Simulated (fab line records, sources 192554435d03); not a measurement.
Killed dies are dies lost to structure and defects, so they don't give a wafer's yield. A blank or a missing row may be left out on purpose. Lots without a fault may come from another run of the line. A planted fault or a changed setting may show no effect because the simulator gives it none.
fab line records | flow n5_finfet
record lots=7 wafers=21
route steps=1938 shown BEOL_M9@1419 BEOL_M10@1477
start_h: hours from the record's first day to the start of the lot's first wafer shown | wait_h: hours since the lot's step before | " the same as in the row above | L1.1+2: a row that stands for several wafers | - no value, or no start given | * or withheld: withheld | < > ~ a bound
route shown NAME@n: a module of which the file shows steps, and the number in the route of the first | usual: mean/standard deviation of fault-free wafers | same: alike in all rows | chamber/n: place in a boat | sites: the reading at each site | _std_site: their standard deviation | _edge_site: outer sites' mean less inner sites' | radius_mm: how far each site lies from the wafer's centre | mask NAME#n: copy n | behind: the tool/chamber that last shaped the wafer | hold: why the lot was held/for how many hours/how that ended | device: the transistor (n, p or np) that didn't switch | end of line: the same wafers' tests at the end of the route | a step without rows: its recipe alone | killed: dies lost to structure and defects at the first sort, not the wafer's yield | map: a wafer's dies, x killed, . not, _ none there
set.NAME: the setting as run; set.NAME@STEP: as run at that earlier step | model.NAME: the simulator's own value behind a step, which no gauge read
lots whose settings were changed on purpose; a table a step, a row a wafer
## steps
# step N5_BEOL_M9_ETCH_62
# recipe chemistry=N2/H2 target=SOC target_depth_a=1100 overetch_a=220 mask_material=SiARC temp_c=40 time_s=165 ion_energy_ev=200 pressure_mtorr=30 source_w=840 bias_w=150 n2_flow_sccm=200 h2_flow_sccm=200
# columns lot.wafer tool chamber start_h wait_h set.time_s model.SiARC_of_BEOL_M9_COAT_60.thk_nm
L075.1 rie_diel-06 3 220.22 0.0 165 23.6
L075.2+3 " 2,1 " " 165 23.4
L074.1 rie_diel-02 2 223.82 0.0 165 23.6
L074.2 " 0 " " 193.4 22.6
L074.5 " 2 " " 193.4 22.4
L077.1+3+5 rie_diel-06 3,0,0 228.67 0.0 165 23.6
L080.1 rie_diel-04 0 252.08 0.0 155.1 23.8
L080.2+6 " 1 " " 165 23.2
L088.1 rie_diel-02 2 294.92 0.0 165 23.6
L088.2 " 1 " " 165 23.4
L088.4 " 1 " " 181.4 22.8
L092.1 rie_diel-04 1 317.30 0.0 165 23.4
L092.2 " 3 " " 165 23.6
L092.3 " 0 " " 181.2 22.8
L093.1 rie_diel-06 3 332.99 0.0 188.6 22.6
L093.2 " 1 " " 165 23.4
L093.5 " 1 " " 188.6 22.2
# step N5_BEOL_M9_STRIP_68
# recipe chemistry=N2/H2 temp_c=40 n2_flow_sccm=200 h2_flow_sccm=200 rf_frequency_hz=6e+07
# step N5_BEOL_M9_STRIP_67
# recipe chemistry=CF4 resist=SiARC power_w=300 bias_power_w=75 pressure_mtorr=50 cf4_flow_sccm=150 rf_frequency_hz=6e+07
# step N5_BEOL_M9_HM_OPEN_17
# recipe chemistry=Cl2/BCl3 target_depth_a=200 overetch_a=60 target=TiN mask_material=SOC ion_energy_ev=150 pressure_mtorr=10 icp_w=1000 bias_w=126 Cl2_flow_sccm=53.25 bcl3_flow_sccm=21.75 Ar_flow_sccm=25
# columns lot.wafer tool chamber start_h wait_h set.time_s@BEOL_M9_ETCH_62 model.etch.depth_nm
L075.1 rie_metal-02 1 220.41 0.0 165 20.19
L075.2 " 0 " " 165 20.05
L075.3 " 1 " " 165 20.2
L074.1 rie_metal-01 1 224.00 0.0 165 19.61
L074.2 " 0 " " 193.4 16.89
L074.5 " 0 " " 193.4 16.77
L077.1 rie_metal-01 1 228.86 0.0 165 20.27
L077.3 " 0 " " 165 19.99
L077.5 " 0 " " 165 20.18
L080.1 rie_metal-03 1 252.27 0.0 155.1 20.54
L080.2 " 0 " " 165 20.39
L080.6 " 0 " " 165 20.42
L088.1 rie_metal-02 0 295.10 0.0 165 19.86
L088.2 " 1 " " 165 19.68
L088.4 " 0 " " 181.4 18.3
L092.1 rie_metal-01 1 317.49 0.0 165 20.01
L092.2 " 0 " " 165 20.12
L092.3 " 1 " " 181.2 18.51
L093.1 rie_metal-02 1 333.18 0.0 188.6 17.64
L093.2 " 0 " " 165 19.93
L093.5 " 0 " " 188.6 17.43
# step N5_BEOL_M9_COAT_63
# recipe resist=SOC temp_c=250 time_s=60 spin_rpm=1500 resist_thk_nm=60
# columns lot.wafer tool chamber start_h wait_h set.spin_rpm model.SOC_of_BEOL_M9_COAT_63.thk_nm
L075.1 litho_track-01 0 220.99 0.4 1500 60.4
L075.2+3 " 0 " " 1500 60
L074.1 litho_track-05 0 225.27 1.1 1449 61
L074.2+5 " 0 " " 1500 60
L077.1 litho_track-01 0 229.88 0.8 1362 62.8
L077.3 " 0 " " 1500 60
L077.5 " 0 " " 1500 59.8
L080.1 litho_track-03 0 252.83 0.3 1547 59.4
L080.2 " 0 " " 1500 60.4
L080.6 " 0 " " 1547 59.2
L088.1 litho_track-01 0 297.21 1.9 1500 60.2
L088.2+4 " 0 " " 1347 63.8
L092.1+2+3 litho_track-01 0 317.70 0.0 1500 60
L093.1 litho_track-03 0 334.91 1.5 1568 58.6
L093.2 " 0 " " 1568 59
L093.5 " 0 " " 1568 58.8
# step N5_BEOL_M9_COAT_64
# recipe resist=SiARC temp_c=220 time_s=60 spin_rpm=1500 resist_thk_nm=12
# step N5_BEOL_M9_COAT_75
# recipe resist=underlayer temp_c=205 time_s=60 spin_rpm=1500 resist_thk_nm=5
# step N5_BEOL_M9_ETCH_76
# recipe chemistry=N2/H2 target=underlayer target_depth_a=65 mask_material=CAR-EUV time_s=5.2 ion_energy_ev=200 pressure_mtorr=30 source_w=840 bias_w=150 n2_flow_sccm=200 h2_flow_sccm=200 ends=cleared
# step N5_BEOL_M9_ETCH_65
# recipe chemistry=CF4 target=SiARC target_depth_a=156 mask_material=CAR-EUV time_s=26 ion_energy_ev=80 pressure_mtorr=40 source_w=545 bias_w=36 Ar_flow_sccm=100 cf4_flow_sccm=100 ends=cleared
# step N5_BEOL_M9_ETCH_66
# recipe chemistry=N2/H2 target=SOC target_depth_a=800 overetch_a=160 mask_material=SiARC temp_c=40 time_s=120 ion_energy_ev=200 pressure_mtorr=30 source_w=840 bias_w=150 n2_flow_sccm=200 h2_flow_sccm=200
# columns lot.wafer tool chamber start_h wait_h set.spin_rpm@BEOL_M9_COAT_63 model.etch.depth_nm
L075.1 rie_diel-04 0 221.46 0.0 1500 60.3
L075.2+3 " 2,3 " " 1500 60.04
L074.1 rie_diel-02 1 225.74 0.0 1449 60.92
L074.2 " 2 " " 1500 59.93
L074.5 " 2 " " 1500 59.92
L077.1 rie_diel-02 2 230.52 0.0 1362 62.86
L077.3 " 1 " " 1500 59.92
L077.5 " 0 " " 1500 59.8
L080.1 rie_diel-04 3 253.33 0.0 1547 59.35
L080.2 " 1 " " 1500 60.48
L080.6 " 2 " " 1547 59.27
L088.1 rie_diel-06 0 297.81 0.0 1500 60.28
L088.2 " 1 " " 1347 63.85
L088.4 " 2 " " 1347 63.89
L092.1 rie_diel-02 0 318.42 0.0 1500 59.94
L092.2 " 2 " " 1500 60.04
L092.3 " 3 " " 1500 60.02
L093.1 rie_diel-02 2 335.71 0.0 1568 58.58
L093.2 " 0 " " 1568 58.93
L093.5 " 0 " " 1568 58.72
# step N5_BEOL_M9_STRIP_69
# recipe chemistry=N2/H2 temp_c=40 n2_flow_sccm=200 h2_flow_sccm=200 rf_frequency_hz=6e+07
# step N5_BEOL_M9_STRIP_77
# recipe chemistry=N2/H2 temp_c=40 n2_flow_sccm=200 h2_flow_sccm=200 rf_frequency_hz=6e+07
# step N5_BEOL_M9_VIA_ETCH_34
# recipe chemistry=C4F6/O2 target=SiCOH_lowk target_depth_a=1824 mask_material=SOC taper_deg=4 time_s=68.4 ion_energy_ev=250 pressure_mtorr=30 source_w=345 bias_w=185 Ar_flow_sccm=300 C4F6_flow_sccm=10 O2_flow_sccm=10
# columns lot.wafer tool chamber start_h wait_h set.spin_rpm@BEOL_M9_COAT_63 model.SOC_of_BEOL_M9_COAT_63.thk_nm
L075.1 rie_diel-04 0 221.56 0.0 1500 51.2
L075.2 " 2 " " 1500 50.8
L075.3 " 3 " " 1500 51
L074.1 rie_diel-02 1 225.84 0.0 1449 52
L074.2+5 " 2 " " 1500 50.8
L077.1 rie_diel-02 2 230.62 0.0 1362 53.8
L077.3+5 " 1,0 " " 1500 51
L080.1 rie_diel-04 3 253.43 0.0 1547 50.4
L080.2 " 1 " " 1500 51.2
L080.6 " 2 " " 1547 50
L088.1 rie_diel-06 0 297.91 0.0 1500 51.2
L088.2 " 1 " " 1347 54.4
L088.4 " 2 " " 1347 54.8
L092.1 rie_diel-02 0 318.52 0.0 1500 51.2
L092.2+3 " 2,3 " " 1500 50.8
L093.1 rie_diel-02 2 335.81 0.0 1568 49.6
L093.2 " 0 " " 1568 50.2
L093.5 " 0 " " 1568 50
# step N5_BEOL_M10_COAT_05
# recipe resist=CAR-ArF spin_rpm=1500 resist_thk_nm=90
# columns lot.wafer tool chamber start_h wait_h set.spin_rpm model.CAR-ArF_of_BEOL_M10_COAT_05.thk_nm
L075.1+2 litho_track-04 0 - - 1500 90.4
L075.3 " 0 " " 1500 90.2
L074.1 litho_track-04 0 - - 1500 90.2
L074.2 " 0 " " 1500 89.8
L074.5 " 0 " " 1500 90.4
L077.1+3 litho_track-03 0 - - 1500 90.4
L077.5 " 0 " " 1500 90.2
L080.1+2 litho_track-04 0 - - 1387 94
L080.6 " 0 " " 1500 90.4
L088.1+2+4 litho_track-03 0 - - 1500 90.8
L092.1 litho_track-02 0 - - 1500 90.2
L092.2 " 0 " " 1562 88.2
L092.3 " 0 " " 1562 88
L093.1 litho_track-02 0 - - 1593 87.2
L093.2 " 0 " " 1500 90
L093.5 " 0 " " 1500 90.2
# step N5_BEOL_M10_EXPOSE_08
# recipe mask_id=M10 na=1.35 source_shape=dipole sigma_inner=0.411 sigma_outer=0.611 polarization=te dose_mj=53.75
# columns lot.wafer tool chamber start_h wait_h mask set.dose_mj
L075.1+2+3 arfi_scanner-02 0 227.08 - M10#0 53.75
L074.1+2+5 arfi_scanner-02 0 231.27 - M10#0 55.49
L077.1+3+5 arfi_scanner-03 0 238.10 - M10#0 53.75
L080.1 arfi_scanner-01 0 258.66 - M10#0 53.75
L080.2+6 " 0 " " M10#0 56.91
L088.1+4 arfi_scanner-02 0 303.00 - M10#0 53.75
L088.2 " 0 " " M10#0 56.93
L092.1+3 arfi_scanner-02 0 325.91 - M10#0 53.75
L092.2 " 0 " " M10#0 50.77
L093.1 arfi_scanner-03 0 340.08 - M10#0 53.75
L093.2+5 " 0 " " M10#0 51.41
# step N5_BEOL_M10_PEB_09
# recipe peb_temp_c=withheld peb_time_s=60 resist=CAR-ArF
# step N5_BEOL_M10_DEVELOP_10
# recipe develop_time_s=30 developer=TMAH resist=CAR-ArF rinse_liquid=diw dry=air_spin dev_temp_c=23
# columns lot.wafer tool chamber start_h wait_h set.spin_rpm@BEOL_M10_COAT_05 model.CAR-ArF_of_BEOL_M10_COAT_05.thk_nm
L075.1+3 litho_track-02 0 - - 1500 88.6
L075.2 " 0 " " 1500 88.8
L074.1 litho_track-04 0 - - 1500 88.4
L074.2 " 0 " " 1500 88.2
L074.5 " 0 " " 1500 88.8
L077.1 litho_track-02 0 - - 1500 88.6
L077.3 " 0 " " 1500 88.8
L077.5 " 0 " " 1500 88.4
L080.1 litho_track-03 0 - - 1387 92.4
L080.2 " 0 " " 1387 92.2
L080.6 " 0 " " 1500 88.8
L088.1+2 litho_track-04 0 - - 1500 89
L088.4 " 0 " " 1500 89.2
L092.1 litho_track-03 0 - - 1500 88.4
L092.2 " 0 " " 1562 86.6
L092.3 " 0 " " 1562 86.4
L093.1 litho_track-02 0 - - 1593 85.4
L093.2+5 " 0 " " 1500 88.4
# step N5_BEOL_M10_CD_MEAS_11
# recipe target_cd_nm=64.1 landing_energy_ev=500 detector=se_inlens polarity=opening
# usual cd_nm=64.0/0.58
# columns lot.wafer tool chamber start_h wait_h set.dose_mj@BEOL_M10_EXPOSE_08 cd_nm
L075.1 cd_sem-02 0 227.20 - 53.75 64.6
L075.2 " 0 " " 53.75 64.2
L075.3 " 0 " " 53.75 64.4
L074.1 cd_sem-01 0 231.39 - 55.49 64.7
L074.2 " 0 " " 55.49 65.0
L074.5 " 0 " " 55.49 65.4
L077.1 cd_sem-02 0 238.23 - 53.75 64.3
L077.3 " 0 " " 53.75 64.2
L077.5 " 0 " " 53.75 63.9
L080.1 cd_sem-02 0 258.79 - 53.75 64.1
L080.2 " 0 " " 56.91 67.5
L080.6 " 0 " " 56.91 67.2
L088.1 cd_sem-01 0 303.12 - 53.75 64.1
L088.2 " 0 " " 56.93 67.0
L088.4 " 0 " " 53.75 63.7
L092.1 cd_sem-02 0 326.03 - 53.75 63.4
L092.2 " 0 " " 50.77 60.2
L092.3 " 0 " " 53.75 63.4
L093.1 cd_sem-02 0 340.21 - 53.75 64.5
L093.2 " 0 " " 51.41 61.9
L093.5 " 0 " " 51.41 61.9
# step N5_BEOL_M10_DESCUM_16
# recipe chemistry=O2 time_s=7.9 source_power_w=50 bias_power_w=20 pressure_mtorr=20 rf_frequency_hz=2.712e+07 temp_c=40 resist=CAR-ArF o2_flow_sccm=225
# step N5_BEOL_M10_ETCH_61
# recipe chemistry=CF4 target=SiARC target_depth_a=390 mask_material=CAR-ArF time_s=65 ion_energy_ev=80 pressure_mtorr=40 source_w=545 bias_w=36 Ar_flow_sccm=100 cf4_flow_sccm=100 ends=cleared
# columns lot.wafer tool chamber start_h wait_h set.dose_mj@BEOL_M10_EXPOSE_08 model.BEOL_M10.cd_offset_nm
L075.1+3 rie_diel-05 0,2 227.84 0.0 53.75 0.4
L075.2 " 1 " " 53.75 -0.2
L074.1 rie_diel-05 2 231.60 0.0 55.49 0.8
L074.2+5 " 3 " " 55.49 1.2
L077.1 rie_diel-01 1 238.46 0.0 53.75 0
L077.3 " 2 " " 53.75 0.2
L077.5 " 1 " " 53.75 -0.4
L080.1 rie_diel-03 1 259.18 0.0 53.75 0
L080.2 " 0 " " 56.91 3.6
L080.6 " 1 " " 56.91 3.4
L088.1 rie_diel-03 1 303.25 0.0 53.75 0.2
L088.2 " 0 " " 56.93 3
L088.4 " 2 " " 53.75 -0.2
L092.1 rie_diel-03 3 326.70 0.0 53.75 -0.8
L092.2 " 1 " " 50.77 -3.8
L092.3 " 0 " " 53.75 -0.4
L093.1 rie_diel-05 3 340.42 0.0 53.75 0.4
L093.2+5 " 1 " " 51.41 -2
# step N5_BEOL_M10_ETCH_62
# recipe chemistry=N2/H2 target=SOC target_depth_a=1100 overetch_a=220 mask_material=SiARC temp_c=40 time_s=165 ion_energy_ev=200 pressure_mtorr=30 source_w=840 bias_w=150 n2_flow_sccm=200 h2_flow_sccm=200
# columns lot.wafer tool chamber start_h wait_h set.dose_mj@BEOL_M10_EXPOSE_08 model.BEOL_M10.cd_offset_nm
L075.1 rie_diel-05 0 227.89 0.0 53.75 0.4
L075.2 " 1 " " 53.75 -0.2
L075.3 " 2 " " 53.75 0.2
L074.1 rie_diel-05 2 231.65 0.0 55.49 0.6
L074.2+5 " 3 " " 55.49 1
L077.1 rie_diel-01 1 238.51 0.0 53.75 0
L077.3 " 2 " " 53.75 0.2
L077.5 " 1 " " 53.75 -0.4
L080.1 rie_diel-03 1 259.23 0.0 53.75 0
L080.2+6 " 0,1 " " 56.91 3.4
L088.1 rie_diel-03 1 303.30 0.0 53.75 0.6
L088.2 " 0 " " 56.93 3
L088.4 " 2 " " 53.75 -0.2
L092.1 rie_diel-03 3 326.75 0.0 53.75 -0.8
L092.2 " 1 " " 50.77 -3.6
L092.3 " 0 " " 53.75 -0.4
L093.1 rie_diel-05 3 340.47 0.0 53.75 0.4
L093.2 " 1 " " 51.41 -2.2
L093.5 " 1 " " 51.41 -2
# step N5_BEOL_M10_STRIP_68
# recipe chemistry=N2/H2 temp_c=40 n2_flow_sccm=200 h2_flow_sccm=200 rf_frequency_hz=6e+07
# step N5_BEOL_M10_STRIP_67
# recipe chemistry=CF4 resist=SiARC power_w=300 bias_power_w=75 pressure_mtorr=50 cf4_flow_sccm=150 rf_frequency_hz=6e+07
# step N5_BEOL_M10_HM_OPEN_17
# recipe chemistry=Cl2/BCl3 target_depth_a=200 overetch_a=60 target=TiN mask_material=SOC ion_energy_ev=150 pressure_mtorr=10 icp_w=1000 bias_w=126 Cl2_flow_sccm=53.25 bcl3_flow_sccm=21.75 Ar_flow_sccm=25
# columns lot.wafer tool chamber start_h wait_h set.dose_mj@BEOL_M10_EXPOSE_08 model.BEOL_M10.cd_offset_nm
L075.1+3 rie_metal-03 1 228.07 0.0 53.75 0.2
L075.2 " 0 " " 53.75 0
L074.1 rie_metal-03 0 231.85 0.0 55.49 0.6
L074.2+5 " 1 " " 55.49 1
L077.1+3 rie_metal-03 0 238.70 0.0 53.75 0.2
L077.5 " 1 " " 53.75 -0.4
L080.1 rie_metal-02 1 259.42 0.0 53.75 0
L080.2 " 0 " " 56.91 3.2
L080.6 " 1 " " 56.91 3.4
L088.1 rie_metal-03 0 303.48 0.0 53.75 0.8
L088.2 " 1 " " 56.93 3
L088.4 " 0 " " 53.75 0
L092.1 rie_metal-01 1 326.94 0.0 53.75 -0.8
L092.2 " 0 " " 50.77 -3.6
L092.3 " 0 " " 53.75 -0.4
L093.1 rie_metal-01 0 340.66 0.0 53.75 0.4
L093.2+5 " 1 " " 51.41 -2.2
# step N5_BEOL_M10_STRIP_19
# recipe chemistry=O2 power_w=400 temp_c=40 pressure_mtorr=30 rf_frequency_hz=6e+07 bias_power_w=0 overash_fraction=0.2 o2_flow_sccm=225
# step N5_BEOL_M10_CD_MEAS_18
# recipe pitch_nm=140 target_cd_nm=70
# usual cd_nm=69.9/0.57
# columns lot.wafer tool chamber start_h wait_h set.dose_mj@BEOL_M10_EXPOSE_08 cd_nm
L075.1 cd_sem-01 - 228.25 0.0 53.75 70.0
L075.2 " - " " 53.75 69.8
L075.3 " - " " 53.75 70.1
L074.1 cd_sem-02 - 232.03 0.0 55.49 70.7
L074.2 " - " " 55.49 70.8
L074.5 " - " " 55.49 70.8
L077.1 cd_sem-01 - 238.88 0.0 53.75 70.0
L077.3 " - " " 53.75 70.0
L077.5 " - " " 53.75 69.7
L080.1 cd_sem-01 - 259.60 0.0 53.75 70.0
L080.2 " - " " 56.91 73.1
L080.6 " - " " 56.91 73.4
L088.1 cd_sem-03 - 303.66 0.0 53.75 71.1
L088.2 " - " " 56.93 73.3
L088.4 " - " " 53.75 70.1
L092.1 cd_sem-02 - 327.22 0.0 53.75 69.2
L092.2 " - " " 50.77 66.5
L092.3 " - " " 53.75 69.6
L093.1 cd_sem-03 - 340.84 0.0 53.75 70.5
L093.2 " - " " 51.41 67.8
L093.5 " - " " 51.41 67.8
# step N5_BEOL_M10_COAT_63
# recipe resist=SOC temp_c=250 time_s=60 spin_rpm=1500 resist_thk_nm=100
# step N5_BEOL_M10_COAT_64
# recipe resist=SiARC temp_c=220 time_s=60 spin_rpm=1500 resist_thk_nm=30
# step N5_BEOL_M10_PRECLEAN_42
# recipe chemistry=residue_remover time_s=60 temp_c=40
# step N5_BEOL_M10_SRD_43
# recipe time_s=30 temp_c=23 rinse_liquid=diw dry=ipa_marangoni
# step N5_BEOL_M10_CD_MEAS_35
# recipe target_cd_nm=70 polarity=opening
# usual cd_nm=69.8/0.6
# columns lot.wafer tool chamber start_h wait_h set.dose_mj@BEOL_M10_EXPOSE_08 cd_nm
L075.1 cd_sem-03 - 231.05 0.0 53.75 70.2
L075.2 " - " " 53.75 70.0
L075.3 " - " " 53.75 70.1
L074.1 cd_sem-02 - 233.79 0.0 55.49 70.6
L074.2 " - " " 55.49 70.9
L074.5 " - " " 55.49 71.4
L077.1 cd_sem-02 - 241.97 0.0 53.75 69.9
L077.3 " - " " 53.75 70.2
L077.5 " - " " 53.75 69.4
L080.1 cd_sem-02 - 261.88 0.0 53.75 69.7
L080.2 " - " " 56.91 73.3
L080.6 " - " " 56.91 73.3
L088.1 cd_sem-03 - 304.81 0.0 53.75 70.5
L088.2 " - " " 56.93 72.6
L088.4 " - " " 53.75 69.7
L092.1 cd_sem-01 - 328.46 0.0 53.75 69.3
L092.2 " - " " 50.77 66.8
L092.3 " - " " 53.75 69.8
L093.1 cd_sem-02 - 342.24 0.0 53.75 70.5
L093.2 " - " " 51.41 67.9
L093.5 " - " " 51.41 68.2
## key
split step=N5_BEOL_M9_ETCH_62 setting=time_s stated=165 by=wafer
response step=N5_BEOL_M9_ETCH_62 reading=model.SiARC_of_BEOL_M9_COAT_60.thk_nm change=-0.0692 per=1% r=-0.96
response step=N5_BEOL_M9_HM_OPEN_17 reading=model.etch.depth_nm change=-0.154 per=1% r=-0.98
split step=N5_BEOL_M9_COAT_63 setting=spin_rpm stated=1500 by=wafer
response step=N5_BEOL_M9_COAT_63 reading=model.SOC_of_BEOL_M9_COAT_63.thk_nm change=-0.334 per=1% r=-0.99
response step=N5_BEOL_M9_ETCH_66 reading=model.etch.depth_nm change=-0.339 per=1% r=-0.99
response step=N5_BEOL_M9_VIA_ETCH_34 reading=model.SOC_of_BEOL_M9_COAT_63.thk_nm change=-0.322 per=1% r=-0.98
split step=N5_BEOL_M10_COAT_05 setting=spin_rpm stated=1500 by=wafer
response step=N5_BEOL_M10_COAT_05 reading=model.CAR-ArF_of_BEOL_M10_COAT_05.thk_nm change=-0.479 per=1% r=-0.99
response step=N5_BEOL_M10_DEVELOP_10 reading=model.CAR-ArF_of_BEOL_M10_COAT_05.thk_nm change=-0.47 per=1% r=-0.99
split step=N5_BEOL_M10_EXPOSE_08 setting=dose_mj stated=53.75 by=wafer
response step=N5_BEOL_M10_CD_MEAS_11 reading=cd_nm change=+0.56 per=1% r=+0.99
response step=N5_BEOL_M10_ETCH_61 reading=model.BEOL_M10.cd_offset_nm change=+0.558 per=1% r=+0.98
response step=N5_BEOL_M10_ETCH_62 reading=model.BEOL_M10.cd_offset_nm change=+0.537 per=1% r=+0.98
response step=N5_BEOL_M10_HM_OPEN_17 reading=model.BEOL_M10.cd_offset_nm change=+0.526 per=1% r=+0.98
response step=N5_BEOL_M10_CD_MEAS_18 reading=cd_nm change=+0.523 per=1% r=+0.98
response step=N5_BEOL_M10_CD_MEAS_35 reading=cd_nm change=+0.517 per=1% r=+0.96
